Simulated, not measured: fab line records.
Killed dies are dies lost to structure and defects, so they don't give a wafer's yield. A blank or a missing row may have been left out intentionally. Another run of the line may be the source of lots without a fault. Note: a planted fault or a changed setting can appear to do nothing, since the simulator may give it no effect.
fab line records	flow nand-harc
record lots=12	wafers=36	last-day=33
route steps=1302 shown P_M0@270 P_M1@293
lots untouched by any fault: they come from a run of this same line in which no faults occurred
start-h: start of the lot's first displayed wafer, in hours after the record's first day	wait-h: hours from the lot's prior step to this one	" repeats the value in the row above	L1.1+2: one row covering several wafers at once	- no value, or no start was given	* or withheld: withheld	< > ~ a bound
route shown NAME@n: a module of which the file shows steps, and the number in the route of the first	usual: mean/standard deviation of fault-free wafers	same: alike in all rows	chamber/n: place in a boat	sites: the reading at each site	_std_site: the standard deviation of these	_edge_site: mean of outer sites minus mean of inner sites	radius-mm: how far each site lies from the wafer's centre	mask NAME#n: copy n	behind: the most recent tool/chamber to have shaped the wafer	hold: why the lot was held/for how many hours/how that ended	device: whichever transistor did not switch (one of n, p or np)	end of line: the route-end tests of the same wafers	a step with no rows: only its recipe	killed: dies lost to structure and defects at the first sort, not the wafer's yield	map: the dies of a wafer, with x for killed, . for not killed, _ for no die there
set.NAME: setting as actually run; set.NAME@STEP: the setting as run at that earlier step	model.NAME: the simulator's own value behind a step, which no gauge read
one table for each step of the route and one row for each wafer, over a sample of lots
services: when a tool's chamber went out of use (start-h, in hours from the record's first day, below 0 if earlier), for how many hours, and the reason
## steps
# step NHARC_P_M0_STRIP_18
# recipe power-w=1000	n2-flow-sccm=150	h2-flow-sccm=150	ar-flow-sccm=0	bias-w=0	chemistry=N2/H2
# usual drypump-motor-current-A=5.9/0.37	oes-product-au=1.004/0.0096	rf-vpp-V=90.8/1.2	showerhead-plenum-p-Torr=2.04/0.12	throttle-valve-pct=14.171/0.0085
lot.wafer	tool	chamber	start-h	wait-h	drypump-motor-current-A	oes-product-au	rf-hours-counter-h	rf-vpp-V	showerhead-plenum-p-Torr	throttle-valve-pct
L894.2	rie-diel-12	0	117.13	0.1	5.9	0.988	8	89.5	1.90	14.157
L894.1	"	2	"	"	6.2	1.014	7	89.4	1.99	14.171
L894.4	"	3	"	"	5.8	1.002	8	89.9	1.91	14.181
L897.3	rie-diel-05	3	152.03	0.1	5.9	1.002	15	90.2	2.10	14.158
L897.2	"	0	"	"	5.5	1.020	13	92.4	2.19	14.166
L897.6	"	3	"	"	5.9	1.007	-	91.4	2.09	14.172
L900.3	rie-diel-12	1	185.43	0.1	5.8	1.005	33	91.3	2.14	14.174
L900.1	"	2	"	"	6.2	1.004	26	89.0	1.98	14.191
L900.5	"	0	"	"	5.9	0.995	-	89.0	1.89	14.179
L902.1	rie-diel-05	3	203.25	0.1	5.9	1.007	22	90.6	2.09	14.178
L902.4	"	0	"	"	5.4	1.011	19	92.3	2.19	14.183
L902.6	"	3	"	"	5.8	1.020	-	90.8	2.09	14.175
L904.3	rie-diel-12	3	232.88	0.1	5.8	1.007	46	90.1	1.90	14.189
L904.2	"	1	"	"	5.8	1.003	45	92.2	2.14	14.174
L904.5	"	2	"	"	6.2	1.011	-	90.7	1.97	14.170
L906.3	rie-diel-05	1	243.22	0.1	6.6	1.002	1	92.1	2.17	14.177
L906.5	"	1	"	"	6.6	0.992	-	92.4	2.17	14.154
L906.6	"	2	"	"	5.7	1.017	-	88.6	1.88	14.158
L910.1	rie-diel-05	2	283.51	0.1	5.8	1.012	9	90.6	1.88	14.155
L910.3	"	3	"	"	5.9	1.008	8	91.8	2.09	14.144
L910.5	"	2	"	"	5.7	1.015	-	90.0	1.88	14.161
L911.3	rie-diel-06	3	294.49	0.1	5.9	1.015	55	90.6	1.98	14.169
L911.6	"	2	"	"	5.0	1.017	-	91.5	2.20	14.174
L911.4	"	3	"	"	5.9	1.008	-	90.9	1.98	14.179
L912.2	rie-diel-05	2	305.68	0.1	5.7	1.016	13	91.2	1.88	14.183
L912.3	"	3	"	"	5.8	0.996	12	92.2	2.09	14.185
L912.1	"	1	"	"	6.6	0.995	12	90.8	2.17	14.161
L913.3	rie-diel-06	0	306.51	0.1	5.6	1.006	65	91.0	1.97	14.164
L913.2	"	2	"	"	5.0	1.005	59	90.8	2.20	14.178
L913.1	"	3	"	"	5.9	1.014	59	91.0	1.98	14.185
L914.2	rie-diel-06	0	316.77	0.1	5.6	1.005	0	89.7	1.97	14.156
L914.1	"	3	"	"	5.9	1.008	0	91.9	1.98	14.179
L914.4	"	0	"	"	5.6	1.008	-	90.1	1.97	14.167
L917.3	rie-diel-05	3	352.83	0.1	5.9	1.002	19	91.5	2.08	14.173
L917.2	"	0	"	"	5.4	1.012	16	89.8	2.18	14.177
L917.6	"	2	"	"	5.7	1.009	-	89.1	1.87	14.171
# step NHARC_P_M0_PRE_CLEAN_29
# recipe time-s=30	temp-c=280	gas=H2/He
# usual heater-power-w=396/33
lot.wafer	tool	chamber	start-h	wait-h	heater-power-w
L894.2	pvd-sputter-02	-	-	-	415
L894.4	"	-	"	"	414
L894.1	"	-	"	"	376
L897.3	pvd-sputter-02	-	-	-	416
L897.2	"	-	"	"	424
L897.6	"	-	"	"	405
L900.3	pvd-sputter-02	-	-	-	379
L900.1	"	-	"	"	336
L900.5	"	-	"	"	423
L902.4	pvd-sputter-02	-	-	-	378
L902.1	"	-	"	"	343
L902.6	"	-	"	"	370
L904.3	pvd-sputter-03	-	-	-	445
L904.2	"	-	"	"	408
L904.5	"	-	"	"	432
L906.3	pvd-sputter-02	-	-	-	411
L906.6	"	-	"	"	409
L906.5	"	-	"	"	411
L910.1	pvd-sputter-03	-	-	-	384
L910.3	"	-	"	"	435
L910.5	"	-	"	"	393
L911.4	pvd-sputter-02	-	-	-	374
L911.3	"	-	"	"	402
L911.6	"	-	"	"	374
L912.3	pvd-sputter-01	-	-	-	466
L912.2	"	-	"	"	448
L912.1	"	-	"	"	370
L913.2	pvd-sputter-03	-	-	-	437
L913.3	"	-	"	"	393
L913.1	"	-	"	"	419
L914.1	pvd-sputter-02	-	-	-	409
L914.2	"	-	"	"	379
L914.4	"	-	"	"	343
L917.3	pvd-sputter-02	-	-	-	376
L917.2	"	-	"	"	401
L917.6	"	-	"	"	374
# step NHARC_P_M0_PVD_21
# recipe target-thk-a=300	chamber-pressure-pa=5	power-w=5000	substrate-temp-c=30	time-s=20.49	material=Cu
# usual throttle-valve-pct=30.2/0.93
lot.wafer	tool	chamber	start-h	wait-h	throttle-valve-pct
L894.2	pvd-sputter-02	-	-	-	31.7
L894.1	"	-	"	"	30.5
L894.4	"	-	"	"	28.6
L897.3	pvd-sputter-02	-	-	-	28.9
L897.2	"	-	"	"	30.1
L897.6	"	-	"	"	28.7
L900.3	pvd-sputter-02	-	-	-	31.5
L900.1	"	-	"	"	30.4
L900.5	"	-	"	"	31.8
L902.1	pvd-sputter-02	-	-	-	31.4
L902.4	"	-	"	"	30.2
L902.6	"	-	"	"	30.4
L904.2	pvd-sputter-03	-	-	-	30.3
L904.3	"	-	"	"	29.2
L904.5	"	-	"	"	29.3
L906.3	pvd-sputter-02	-	-	-	31.5
L906.6	"	-	"	"	31.3
L906.5	"	-	"	"	30.3
L910.3	pvd-sputter-03	-	-	-	29.3
L910.1	"	-	"	"	30.3
L910.5	"	-	"	"	29.0
L911.3	pvd-sputter-02	-	-	-	28.5
L911.4	"	-	"	"	30.8
L911.6	"	-	"	"	32.3
L912.3	pvd-sputter-01	-	-	-	30.8
L912.2	"	-	"	"	30.0
L912.1	"	-	"	"	30.5
L913.1	pvd-sputter-03	-	-	-	30.1
L913.3	"	-	"	"	29.3
L913.2	"	-	"	"	30.8
L914.1	pvd-sputter-02	-	-	-	28.7
L914.4	"	-	"	"	31.9
L914.2	"	-	"	"	30.2
L917.3	pvd-sputter-02	-	-	-	30.3
L917.2	"	-	"	"	32.2
L917.6	"	-	"	"	30.0
# step NHARC_P_M1_PEB_07
# recipe peb-temp-c=100	peb-time-s=65
# usual exhaust-pa=45.0/0.9	heater-power-total-W=156.7/0.42	resist-line-temp-C=23.00/0.1
lot.wafer	tool	chamber	start-h	wait-h	exhaust-pa	heater-power-total-W	resist-line-temp-C
L894.1	litho-track-04	0	120.56	0.1	46.5	156.4	22.97
L894.2	"	0	"	"	46.6	156.5	23.12
L894.4	"	0	"	"	46.0	156.5	23.08
L897.2	litho-track-04	0	155.33	0.1	45.5	156.4	22.87
L897.3	"	0	"	"	45.0	156.7	22.99
L897.6	"	0	"	"	44.3	156.7	22.90
L900.1	litho-track-06	0	188.83	0.1	45.4	157.2	22.96
L900.3	"	0	"	"	47.5	156.9	22.98
L900.5	"	0	"	"	45.6	156.9	22.88
L902.1	litho-track-06	0	206.68	0.1	46.9	157.2	23.04
L902.4	"	0	"	"	45.0	156.8	23.05
L902.6	"	0	"	"	45.7	157.1	22.95
L904.2	litho-track-06	0	236.47	0.1	43.3	162.9	23.04
L904.3	"	0	"	"	44.3	162.8	23.11
L904.5	"	0	"	"	45.1	163.5	23.04
L906.3	litho-track-06	0	247.20	0.0	45.1	163.3	22.96
L906.5	"	0	"	"	44.6	163.1	23.03
L906.6	"	0	"	"	44.1	163.4	23.13
L910.1	litho-track-04	0	287.11	0.1	44.5	156.8	22.93
L910.3	"	0	"	"	44.3	156.0	22.92
L910.5	"	0	"	"	43.9	156.1	23.02
L911.3	litho-track-04	0	297.83	0.0	45.9	156.5	23.01
L911.4	"	0	"	"	45.6	157.1	22.98
L911.6	"	0	"	"	45.3	157.0	23.03
L912.1	litho-track-04	0	309.09	0.1	45.3	156.6	22.91
L912.2	"	0	"	"	45.9	157.1	23.13
L912.3	"	0	"	"	45.8	157.1	23.00
L913.1	litho-track-01	0	309.98	0.1	45.2	156.8	23.17
L913.2	"	0	"	"	44.5	156.0	23.12
L913.3	"	0	"	"	45.0	157.1	23.12
L914.1	litho-track-01	0	320.48	0.1	46.7	157.0	22.97
L914.2	"	0	"	"	45.4	157.2	23.07
L914.4	"	0	"	"	46.1	156.4	22.98
L917.2	litho-track-04	0	356.13	0.1	44.0	156.1	22.96
L917.3	"	0	"	"	45.5	157.2	23.04
L917.6	"	0	"	"	45.4	157.2	23.03
# step NHARC_P_M1_CD_MEAS_09
# recipe target-cd-nm=130	landing-energy-ev=500
# usual cd-nm=130.0/0.69
lot.wafer	tool	chamber	start-h	wait-h	cd-nm
L894.1	cd-sem-02	0	120.64	-	129.5
L894.2	"	0	"	"	129.9
L894.4	"	0	"	"	130.2
L897.2	cd-sem-02	0	155.41	-	130.0
L897.3	"	0	"	"	129.4
L897.6	"	0	"	"	129.9
L900.1	cd-sem-02	0	188.91	-	129.8
L900.3	"	0	"	"	129.8
L900.5	"	0	"	"	129.5
L902.1	cd-sem-03	0	206.77	-	130.0
L902.4	"	0	"	"	128.9
L902.6	"	0	"	"	129.2
L904.2	cd-sem-03	0	236.55	-	126.1
L904.3	"	0	"	"	126.5
L904.5	"	0	"	"	125.7
L906.3	cd-sem-01	0	247.29	-	126.8
L906.5	"	0	"	"	127.5
L906.6	"	0	"	"	127.0
L910.1	cd-sem-01	0	287.19	-	129.0
L910.3	"	0	"	"	130.1
L910.5	"	0	"	"	128.9
L911.3	cd-sem-03	0	297.91	-	129.3
L911.4	"	0	"	"	130.6
L911.6	"	0	"	"	130.2
L912.1	cd-sem-03	0	309.18	-	130.1
L912.2	"	0	"	"	129.6
L912.3	"	0	"	"	130.4
L913.1	cd-sem-03	0	310.07	-	131.0
L913.2	"	0	"	"	131.7
L913.3	"	0	"	"	131.0
L914.1	cd-sem-03	0	320.56	-	129.8
L914.2	"	0	"	"	130.3
L914.4	"	0	"	"	130.6
L917.2	cd-sem-02	0	356.21	-	130.4
L917.3	"	0	"	"	129.7
L917.6	"	0	"	"	130.4
## services
tool	chamber	start-h	hours	kind
pvd-sputter-02	-	100.96	4.0	repair
rie-diel-05	-	104.72	1.1	repair
rie-diel-06	-	130.20	9.0	pm
pvd-sputter-02	-	130.67	2.3	repair
rie-diel-12	2	167.76	10.3	repair
pvd-sputter-03	-	170.04	10.0	pm
litho-track-06	-	179.00	7.0	pm
rie-diel-12	3	192.68	3.1	repair
rie-diel-06	3	195.66	2.8	repair
litho-track-04	-	203.00	7.0	pm
rie-diel-05	3	218.54	3.7	repair
rie-diel-05	-	229.61	9.0	pm
rie-diel-12	-	242.81	0.4	repair
rie-diel-05	0	262.89	11.6	repair
rie-diel-12	-	268.49	9.0	pm
pvd-sputter-02	-	269.72	1.4	repair
rie-diel-06	1	277.30	2.3	repair
pvd-sputter-02	-	282.96	10.0	pm
rie-diel-06	1	283.67	51.5	repair
rie-diel-05	0	291.78	5.0	repair
rie-diel-05	2	323.93	10.6	repair
pvd-sputter-03	-	346.75	0.9	repair
pvd-sputter-03	-	348.04	10.0	pm
litho-track-06	-	354.00	7.0	pm
## key
first-sign step=NHARC_P_M1_PEB_07	reading=heater-power-total-W	direction=up	sigmas=16	usual=*	struck=*
effect step=NHARC_P_M1_CD_MEAS_09	reading=cd-nm	direction=down	sigmas=4.9	usual=130.0	struck=126.6	through=control-loop
met-at NHARC_P_M1_PEB_07
struck-lots L904,L906
loop-trim step=NHARC_P_M1_EXPOSE_06	setting=dose	lots=L906
not-acting-at NHARC_P_M0_STRIP_18,NHARC_P_M0_PRE_CLEAN_29,NHARC_P_M0_PVD_21
onset-between 206.68 236.47
fault kind=process-parameter-drift	tool=litho-track-06	chamber=-	onset-h=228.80	steps=NHARC_P_M1_PEB_07	channel=peb-time-s	offset=*	shape=step	end-h=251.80	acts-in=*	stated=*
# loop-trim: a control loop set the setting to another value than it would have without faults
